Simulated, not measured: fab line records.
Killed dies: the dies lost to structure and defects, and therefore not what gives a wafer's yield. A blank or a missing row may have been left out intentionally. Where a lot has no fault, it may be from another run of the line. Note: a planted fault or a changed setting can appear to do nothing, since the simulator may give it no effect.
Chamber matching | flow n5_finfet | uv_cure-01 running N5_BEOL_M8_CURE_75: 3 sister chambers
The step cures SiCOH lowk, time 120 s. 3 wafers are shown with their chamber, then 9 later ones without.

== WAFERS WITH THEIR CHAMBER ==
wafer  | chamber | wafer_temp_C_max
L077.5 | 0       | 371.2
L082.6 | 2       | 371.6
L084.6 | 1       | 370.8

== WAFERS WHOSE CHAMBER IS MISSING ==
wafer  | wafer_temp_C_max
L093.1 | 371.1
L093.2 | 371.5
L093.5 | 371.2
L091.2 | 371.1
L091.3 | 371.4
L091.5 | 370.9
L094.2 | 370.7
L094.3 | 370.8
L094.4 | 371.2

== CHAMBER TAKEN BY EACH ==
wafer  | from the rows above     | in truth
L093.1 | 0                       | 0
L093.2 | 2                       | 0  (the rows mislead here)
L093.5 | 0                       | 0
L091.2 | 0                       | 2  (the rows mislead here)
L091.3 | can't be placed: 0 or 2 | 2
L091.5 | 1                       | 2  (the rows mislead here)
L094.2 | 1                       | 1
L094.3 | 1                       | 1
L094.4 | 0                       | 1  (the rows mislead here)
Correctly placed: 4 of 9. Unplaceable from these rows: 1, with the true chamber sitting among the candidates in 1. Number placed wrongly: 4.
How it was worked out, from the rows above alone: a wafer's distance from a chamber is the root of the sum, over the readings, of the square of ((its reading less the chamber's mean) divided by the reading's scatter). If the next closest chamber is less than 2 further off than the closest, the wafer can't be placed; otherwise it belongs to the closest. For every chamber, the mean is computed from those of its wafers that are shown. The scatter (one wafer shown for each chamber): square how far every hidden wafer sits from the nearest shown wafer, average those squares and take the square root.
